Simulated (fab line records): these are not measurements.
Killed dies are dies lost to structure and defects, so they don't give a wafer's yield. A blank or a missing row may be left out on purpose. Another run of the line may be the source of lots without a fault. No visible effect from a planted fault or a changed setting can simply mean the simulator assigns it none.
A sampling plan put to the test + flow nandHarc + one fab line, 38 faults that these records tell of, each judged on the records of the lots that it struck
The line's own looks make up the plan; these are the steps of the route where a gauge or inspection reads the wafer and leaves it unchanged. Where struck wafers have a number at a look and the file lists that look's usual mean and standard deviation on fault-free wafers, the look can be judged. Caught: at a look after the fault's first step, the mean of the struck wafers lies 4 or more of those standard deviations (sigma) from the usual mean. On the tool: the test repeated on the tool's own readings taken at the fault's steps. If the struck wafers alone have a blank record, or they carry another recipe, that too counts as caught.

## THE FAULTS, as the simulator had put them in
1. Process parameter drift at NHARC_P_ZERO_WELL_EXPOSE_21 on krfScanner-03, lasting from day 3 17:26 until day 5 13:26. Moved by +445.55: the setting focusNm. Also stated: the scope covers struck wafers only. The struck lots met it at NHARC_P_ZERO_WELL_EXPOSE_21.
2. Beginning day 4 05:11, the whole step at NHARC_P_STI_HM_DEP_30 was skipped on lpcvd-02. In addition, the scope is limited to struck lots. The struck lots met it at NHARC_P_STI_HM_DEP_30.
3. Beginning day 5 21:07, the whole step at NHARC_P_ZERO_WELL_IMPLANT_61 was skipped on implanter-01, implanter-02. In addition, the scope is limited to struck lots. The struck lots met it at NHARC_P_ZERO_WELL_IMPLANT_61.
4. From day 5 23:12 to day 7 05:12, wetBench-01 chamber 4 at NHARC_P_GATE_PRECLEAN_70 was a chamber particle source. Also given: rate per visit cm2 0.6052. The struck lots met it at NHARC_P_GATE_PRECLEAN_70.
5. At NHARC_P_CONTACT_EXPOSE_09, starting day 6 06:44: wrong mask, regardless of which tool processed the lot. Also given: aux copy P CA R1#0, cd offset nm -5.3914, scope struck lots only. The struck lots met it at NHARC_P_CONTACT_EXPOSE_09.
6. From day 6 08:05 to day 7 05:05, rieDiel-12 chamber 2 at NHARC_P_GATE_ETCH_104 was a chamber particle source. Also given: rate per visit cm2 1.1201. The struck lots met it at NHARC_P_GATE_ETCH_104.
7. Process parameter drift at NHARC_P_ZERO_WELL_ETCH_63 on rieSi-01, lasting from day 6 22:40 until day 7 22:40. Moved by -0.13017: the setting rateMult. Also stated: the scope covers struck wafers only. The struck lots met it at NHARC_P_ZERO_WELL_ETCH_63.
8. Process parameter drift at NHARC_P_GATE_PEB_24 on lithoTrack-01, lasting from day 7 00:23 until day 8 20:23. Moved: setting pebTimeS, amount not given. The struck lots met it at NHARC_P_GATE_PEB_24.
9. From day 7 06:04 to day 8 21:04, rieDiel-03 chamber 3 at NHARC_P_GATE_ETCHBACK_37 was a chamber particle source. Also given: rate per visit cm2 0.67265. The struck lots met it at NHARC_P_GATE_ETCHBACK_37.
10. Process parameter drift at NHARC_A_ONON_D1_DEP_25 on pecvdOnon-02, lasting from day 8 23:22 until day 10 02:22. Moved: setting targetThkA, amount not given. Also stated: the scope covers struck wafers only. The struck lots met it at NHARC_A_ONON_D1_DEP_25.
11. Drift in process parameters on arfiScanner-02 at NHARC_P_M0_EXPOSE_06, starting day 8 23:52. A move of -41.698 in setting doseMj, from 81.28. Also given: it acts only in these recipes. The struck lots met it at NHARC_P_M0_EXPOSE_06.
12. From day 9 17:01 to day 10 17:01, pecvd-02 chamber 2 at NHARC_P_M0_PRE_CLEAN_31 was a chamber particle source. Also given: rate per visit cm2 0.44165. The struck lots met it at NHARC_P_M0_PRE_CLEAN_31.
13. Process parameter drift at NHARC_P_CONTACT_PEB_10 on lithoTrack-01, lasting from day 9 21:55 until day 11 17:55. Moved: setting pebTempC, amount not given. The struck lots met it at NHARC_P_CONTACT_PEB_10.
14. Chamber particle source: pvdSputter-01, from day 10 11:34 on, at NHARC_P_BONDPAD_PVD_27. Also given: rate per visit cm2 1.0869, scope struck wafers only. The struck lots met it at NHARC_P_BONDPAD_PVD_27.
15. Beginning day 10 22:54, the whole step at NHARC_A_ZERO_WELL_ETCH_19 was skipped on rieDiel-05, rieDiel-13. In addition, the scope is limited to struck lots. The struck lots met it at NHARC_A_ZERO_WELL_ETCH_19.
16. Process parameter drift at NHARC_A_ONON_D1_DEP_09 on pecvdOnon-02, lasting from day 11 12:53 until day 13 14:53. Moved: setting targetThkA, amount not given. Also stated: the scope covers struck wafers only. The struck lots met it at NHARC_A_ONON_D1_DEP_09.
17. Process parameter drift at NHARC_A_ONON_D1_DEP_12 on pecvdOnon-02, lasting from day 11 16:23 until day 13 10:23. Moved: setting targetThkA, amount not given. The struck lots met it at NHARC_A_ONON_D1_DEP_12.
18. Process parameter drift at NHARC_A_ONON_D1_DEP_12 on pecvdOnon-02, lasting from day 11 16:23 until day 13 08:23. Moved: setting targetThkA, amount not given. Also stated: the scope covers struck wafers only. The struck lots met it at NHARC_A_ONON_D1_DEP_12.
19. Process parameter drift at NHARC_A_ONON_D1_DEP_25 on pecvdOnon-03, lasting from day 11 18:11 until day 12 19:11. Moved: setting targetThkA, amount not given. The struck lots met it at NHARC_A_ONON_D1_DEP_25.
20. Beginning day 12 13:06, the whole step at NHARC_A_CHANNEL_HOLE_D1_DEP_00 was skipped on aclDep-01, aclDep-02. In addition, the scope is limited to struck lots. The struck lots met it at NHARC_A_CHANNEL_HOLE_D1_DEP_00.
21. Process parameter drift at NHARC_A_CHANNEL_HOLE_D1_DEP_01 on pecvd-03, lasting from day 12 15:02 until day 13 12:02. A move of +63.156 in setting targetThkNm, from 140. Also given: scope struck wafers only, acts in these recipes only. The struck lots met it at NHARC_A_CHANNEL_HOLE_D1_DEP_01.
22. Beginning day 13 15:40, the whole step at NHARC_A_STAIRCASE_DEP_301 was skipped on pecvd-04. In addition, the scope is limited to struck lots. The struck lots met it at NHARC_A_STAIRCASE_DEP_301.
23. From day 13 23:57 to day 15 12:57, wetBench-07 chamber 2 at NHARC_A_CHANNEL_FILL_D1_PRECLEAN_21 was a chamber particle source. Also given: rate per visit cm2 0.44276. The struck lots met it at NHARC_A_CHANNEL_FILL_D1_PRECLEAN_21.
24. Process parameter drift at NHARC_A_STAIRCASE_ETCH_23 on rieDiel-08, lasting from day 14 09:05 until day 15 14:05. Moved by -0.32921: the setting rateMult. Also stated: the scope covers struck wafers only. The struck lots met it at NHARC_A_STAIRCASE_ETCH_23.
25. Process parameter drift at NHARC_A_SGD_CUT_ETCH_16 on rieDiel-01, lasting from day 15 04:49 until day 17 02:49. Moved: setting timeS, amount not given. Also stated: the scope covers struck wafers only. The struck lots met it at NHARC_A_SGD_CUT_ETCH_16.
26. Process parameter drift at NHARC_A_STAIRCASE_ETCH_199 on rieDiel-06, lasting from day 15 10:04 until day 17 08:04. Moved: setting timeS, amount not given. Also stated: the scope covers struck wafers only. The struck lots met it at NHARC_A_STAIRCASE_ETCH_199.
27. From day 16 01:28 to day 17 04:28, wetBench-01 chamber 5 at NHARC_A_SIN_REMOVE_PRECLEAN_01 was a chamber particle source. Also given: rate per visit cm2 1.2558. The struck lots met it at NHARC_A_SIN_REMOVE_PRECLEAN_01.
28. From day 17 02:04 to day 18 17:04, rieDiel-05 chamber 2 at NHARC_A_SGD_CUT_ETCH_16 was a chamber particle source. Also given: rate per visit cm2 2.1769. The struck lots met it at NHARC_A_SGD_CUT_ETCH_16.
29. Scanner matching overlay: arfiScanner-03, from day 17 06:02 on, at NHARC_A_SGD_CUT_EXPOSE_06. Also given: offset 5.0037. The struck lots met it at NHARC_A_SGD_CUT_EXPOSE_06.
30. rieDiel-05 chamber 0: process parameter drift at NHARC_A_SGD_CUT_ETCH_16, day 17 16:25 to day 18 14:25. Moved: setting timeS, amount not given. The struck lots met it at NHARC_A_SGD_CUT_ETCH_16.
31. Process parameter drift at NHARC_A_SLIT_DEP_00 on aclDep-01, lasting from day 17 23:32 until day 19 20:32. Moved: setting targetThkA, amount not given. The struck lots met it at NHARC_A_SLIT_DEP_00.
32. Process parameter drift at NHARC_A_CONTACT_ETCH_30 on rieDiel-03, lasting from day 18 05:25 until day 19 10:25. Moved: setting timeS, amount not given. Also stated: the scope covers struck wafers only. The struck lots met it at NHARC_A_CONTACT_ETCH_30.
33. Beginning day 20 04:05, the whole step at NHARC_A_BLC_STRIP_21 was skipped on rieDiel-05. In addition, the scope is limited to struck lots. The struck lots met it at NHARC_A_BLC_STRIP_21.
34. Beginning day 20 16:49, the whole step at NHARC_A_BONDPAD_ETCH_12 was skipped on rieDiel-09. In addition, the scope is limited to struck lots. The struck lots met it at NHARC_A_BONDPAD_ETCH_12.
35. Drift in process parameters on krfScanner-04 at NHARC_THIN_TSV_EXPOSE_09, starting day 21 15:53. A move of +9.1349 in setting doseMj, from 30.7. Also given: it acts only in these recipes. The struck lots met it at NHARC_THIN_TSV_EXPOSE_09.
36. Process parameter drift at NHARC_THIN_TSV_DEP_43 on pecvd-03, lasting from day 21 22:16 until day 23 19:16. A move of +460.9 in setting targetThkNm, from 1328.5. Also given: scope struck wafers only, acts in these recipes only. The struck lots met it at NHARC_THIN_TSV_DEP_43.
37. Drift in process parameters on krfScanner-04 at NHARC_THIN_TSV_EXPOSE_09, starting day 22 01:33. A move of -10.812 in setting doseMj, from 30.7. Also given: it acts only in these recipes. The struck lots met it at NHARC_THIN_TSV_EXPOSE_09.
38. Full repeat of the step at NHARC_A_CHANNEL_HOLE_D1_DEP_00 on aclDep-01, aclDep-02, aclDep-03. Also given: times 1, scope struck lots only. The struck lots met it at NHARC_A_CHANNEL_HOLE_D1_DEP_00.

## WHAT THE PLAN SAW
| fault | on the tool itself                               | first look that catches it                      | reading, sigma                                     | median hours from its first step to that look | hours from the fault's start to the first struck lot there | judged looks passed uncaught |
|-------|--------------------------------------------------|-------------------------------------------------|----------------------------------------------------|-----------------------------------------------|------------------------------------------------------------|------------------------------|
| 1     | no reading that can be judged                    | NHARC_P_ZERO_WELL_CD_MEAS_24                    | cdNm +18                                           | 0.2                                           | 21                                                         | 0                            |
| 2     | the tool's record is blank for the struck wafers | NHARC_END_SORT_01                               | killedAtPeriphery +99 or beyond                    | 430.9                                         | 427                                                        | 2                            |
| 3     | the tool's record is blank for the struck wafers | NHARC_END_SORT_01                               | killedAtPeriphery +99 or beyond                    | 425.6                                         | 425                                                        | 0                            |
| 4     | under 2 sigma                                    | NHARC_P_GATE_INSPECT_28                         | rawDefectCount +99 or beyond                       | 27.2                                          | 32                                                         | 0                            |
| 5     | under 2 sigma                                    | NHARC_P_CONTACT_CD_MEAS_12                      | cdNm -7.4                                          | 0.1                                           | 0                                                          | 0                            |
| 6     | under 2 sigma                                    | NHARC_P_GATE_INSPECT_68                         | rawDefectCount +10                                 | 18.9                                          | 29                                                         | 0                            |
| 7     | oesProductAu -8.6 sigma                          | none of the 2 looks that can be judged after it | -                                                  | -                                             | -                                                          | 2                            |
| 8     | heaterPowerTotalW +21 sigma                      | NHARC_P_GATE_CD_MEAS_26                         | cdNm +7.3                                          | 0.1                                           | 7                                                          | 0                            |
| 9     | under 2 sigma                                    | NHARC_P_GATE_INSPECT_68                         | rawDefectCount +4.9                                | 7.8                                           | 20                                                         | 0                            |
| 10    | no reading that can be judged                    | NHARC_A_ONON_D1_THK_MEAS_27                     | thkNm +76                                          | 0.4                                           | 9                                                          | 0                            |
| 11    | exposureDoseMJCm2 -99 or beyond sigma            | NHARC_P_M0_CD_MEAS_09                           | cdNm -65                                           | 0.1                                           | 3                                                          | 0                            |
| 12    | under 2 sigma                                    | NHARC_P_M1_INSPECT_11                           | rawDefectCount +99 or beyond                       | 1.4                                           | 12                                                         | 0                            |
| 13    | plateTempC +42 sigma                             | NHARC_P_CONTACT_CD_MEAS_12                      | cdNm +25                                           | 0.1                                           | 5                                                          | 0                            |
| 14    | under 2 sigma                                    | NHARC_END_SORT_01                               | killedAtPeriphery +21                              | 311.2                                         | 315                                                        | 0                            |
| 15    | the tool's record is blank for the struck wafers | NHARC_END_SORT_01                               | killedAtArray +76                                  | 307.6                                         | 311                                                        | 0                            |
| 16    | under 2 sigma                                    | NHARC_A_ONON_D1_THK_MEAS_11                     | thkNm +6.6                                         | 0.5                                           | 17                                                         | 0                            |
| 17    | no reading that can be judged                    | NHARC_A_ONON_D1_THK_MEAS_14                     | thkNm +45                                          | 0.4                                           | 3                                                          | 0                            |
| 18    | no reading that can be judged                    | NHARC_A_ONON_D1_THK_MEAS_14                     | thkNm -31                                          | 0.4                                           | 3                                                          | 0                            |
| 19    | under 2 sigma                                    | NHARC_A_ONON_D1_THK_MEAS_27                     | thkNm +87                                          | 0.5                                           | 12                                                         | 0                            |
| 20    | the tool's record is blank for the struck wafers | NHARC_A_CHANNEL_HOLE_D1_INSPECT_40              | rawDefectCount +99 or beyond                       | 9.7                                           | 14                                                         | 1                            |
| 21    | under 2 sigma                                    | NHARC_END_SORT_01                               | killedAtArray +76                                  | 268.2                                         | 273                                                        | 0                            |
| 22    | the tool's record is blank for the struck wafers | NHARC_END_SORT_01                               | killedAtArray +76                                  | 204.2                                         | 207                                                        | 0                            |
| 23    | no reading that can be judged                    | NHARC_END_SORT_01                               | killedAtArray +8.9                                 | 233.3                                         | 247                                                        | 0                            |
| 24    | oesProductAu -13 sigma                           | NHARC_END_SORT_01                               | killedAtArray +76                                  | 207.6                                         | 215                                                        | 0                            |
| 25    | runLengthS -50 sigma                             | NHARC_END_SORT_01                               | killedAtArray +76                                  | 148.3                                         | 170                                                        | 0                            |
| 26    | runLengthS +22 sigma                             | NHARC_END_SORT_01                               | killedAtArray +76                                  | 196.8                                         | 204                                                        | 0                            |
| 27    | no reading that can be judged                    | NHARC_A_SIN_REMOVE_INSPECT_04                   | rawDefectCount +8.4                                | 0.2                                           | 22                                                         | 0                            |
| 28    | under 2 sigma                                    | NHARC_END_SORT_01                               | killedAtArray +4.4                                 | 134.8                                         | 149                                                        | 3                            |
| 29    | under 2 sigma                                    | NHARC_A_SGD_CUT_OVL_MEAS_10                     | overlayXNm +6.5                                    | 0.2                                           | 1                                                          | 0                            |
| 30    | runLengthS -39 sigma                             | NHARC_END_SORT_01                               | killedAtArray +76                                  | 141.7                                         | 150                                                        | 0                            |
| 31    | under 2 sigma                                    | NHARC_END_SORT_01                               | killedAtArray +74                                  | 131.1                                         | 135                                                        | 0                            |
| 32    | runLengthS -11 sigma                             | NHARC_END_SORT_01                               | killedAtArray +27                                  | 80.4                                          | 92                                                         | 0                            |
| 33    | the tool's record is blank for the struck wafers | NHARC_END_SORT_01                               | killedAtArray +76                                  | 63.7                                          | 59                                                         | 0                            |
| 34    | the tool's record is blank for the struck wafers | NHARC_END_SORT_01                               | sort_bin_2_pct +99 or beyond                       | 52.7                                          | 54                                                         | 0                            |
| 35    | exposureDoseMJCm2 +99 or beyond sigma            | none of the 2 looks that can be judged after it | strongest: cdNm at NHARC_THIN_TSV_CD_MEAS_12, +3.9 | -                                             | -                                                          | 2                            |
| 36    | under 2 sigma                                    | NHARC_END_SORT_01                               | killedAtOther +99 or beyond                        | 22.4                                          | 44                                                         | 0                            |
| 37    | exposureDoseMJCm2 -99 or beyond sigma            | NHARC_THIN_TSV_CD_MEAS_12                       | cdNm -4.6                                          | 0.2                                           | 3                                                          | 0                            |
| 38    | under 2 sigma                                    | NHARC_END_SORT_01                               | killedAtArray +76                                  | 295.2                                         | -                                                          | 0                            |
Dash: fault not caught, or number not given in these records.

Caught at a look: 36 of 38. Caught on the tool: 18 of 38. By one or the other: 38 of 38.
Faults 7, 35 were caught on the tool alone.
Caught at a look alone: faults 1, 4, 5, 6, 9, 10, 12, 14, 16, 17, 18, 19, 21, 23, 27, 28, 29, 31, 36, 38.

## THINNER SAMPLING
In the worst case, this is how late the first struck lot would be measured if the look that catches a fault measured only every second or every third lot, by lot number:
| fault | struck lots at that look, in order of time | every lot | every second lot | every third lot |
|-------|--------------------------------------------|-----------|------------------|-----------------|
| 1     | L859, L860                                 | 21 h      | 27 h             | may miss all 2  |
| 2     | L680, L679, L681                           | 427 h     | 434 h            | 449 h           |
| 3     | L271, L272                                 | 425 h     | 435 h            | may miss all 2  |
| 4     | L753                                       | 32 h      | may miss it      | may miss it     |
| 5     | L147                                       | 0 h       | may miss it      | may miss it     |
| 6     | L312                                       | 29 h      | may miss it      | may miss it     |
| 8     | L119, L126                                 | 7 h       | 43 h             | may miss all 2  |
| 9     | L933, L937, L936                           | 20 h      | 39 h             | may miss all 3  |
| 10    | L547, L550                                 | 9 h       | 21 h             | may miss all 2  |
| 11    | L928, L933                                 | 3 h       | 25 h             | may miss all 2  |
| 12    | L671, L670                                 | 12 h      | 13 h             | may miss all 2  |
| 13    | L668, L670                                 | 5 h       | may miss all 2   | may miss all 2  |
| 14    | L282                                       | 315 h     | may miss it      | may miss it     |
| 15    | L751, L750, L752                           | 311 h     | 311 h            | 320 h           |
| 16    | L732, L733                                 | 17 h      | 26 h             | may miss all 2  |
| 17    | L732, L737                                 | 3 h       | 23 h             | may miss all 2  |
| 18    | L467, L472                                 | 3 h       | 23 h             | may miss all 2  |
| 19    | L917, L919                                 | 12 h      | may miss all 2   | may miss all 2  |
| 20    | L443, L444                                 | 14 h      | 16 h             | may miss all 2  |
| 21    | L758, L757, L759                           | 273 h     | 273 h            | 280 h           |
| 22    | L380, L384                                 | 207 h     | may miss all 2   | may miss all 2  |
| 23    | L494                                       | 247 h     | may miss it      | may miss it     |
| 24    | L386, L389                                 | 215 h     | 229 h            | may miss all 2  |
| 25    | L942, L947                                 | 170 h     | 186 h            | may miss all 2  |
| 26    | L343, L347                                 | 204 h     | may miss all 2   | may miss all 2  |
| 27    | L243                                       | 22 h      | may miss it      | may miss it     |
| 28    | L222, L224                                 | 149 h     | may miss all 2   | may miss all 2  |
| 29    | L839, L841, L845, L847                     | 1 h       | may miss all 4   | may miss all 4  |
| 30    | L409                                       | 150 h     | may miss it      | may miss it     |
| 31    | L121, L122                                 | 135 h     | 143 h            | may miss all 2  |
| 32    | L468, L471, L474                           | 92 h      | 98 h             | may miss all 3  |
| 33    | L254, L253                                 | 59 h      | 67 h             | may miss all 2  |
| 34    | L568, L571                                 | 54 h      | 64 h             | may miss all 2  |
| 36    | L287                                       | 44 h      | may miss it      | may miss it     |
| 37    | L246, L250                                 | 3 h       | may miss all 2   | may miss all 2  |
Hours count from the start of the fault until the first struck lot that is measured. The test against the limit of 4 sigma pooled every struck wafer, which means one lot taken alone may stay below that limit. Other struck lots may not be in these records.

## THE LONGEST TIMED WAY FROM STEP TO LOOK
For fault 2, NHARC_P_STI_HM_DEP_30 and NHARC_END_SORT_01 are separated by a median of 430.9 hours. The looks between them that can be judged stayed within 4 sigma: NHARC_P_STI_OVL_MEAS_10, NHARC_P_STI_OCD_MEAS_43.
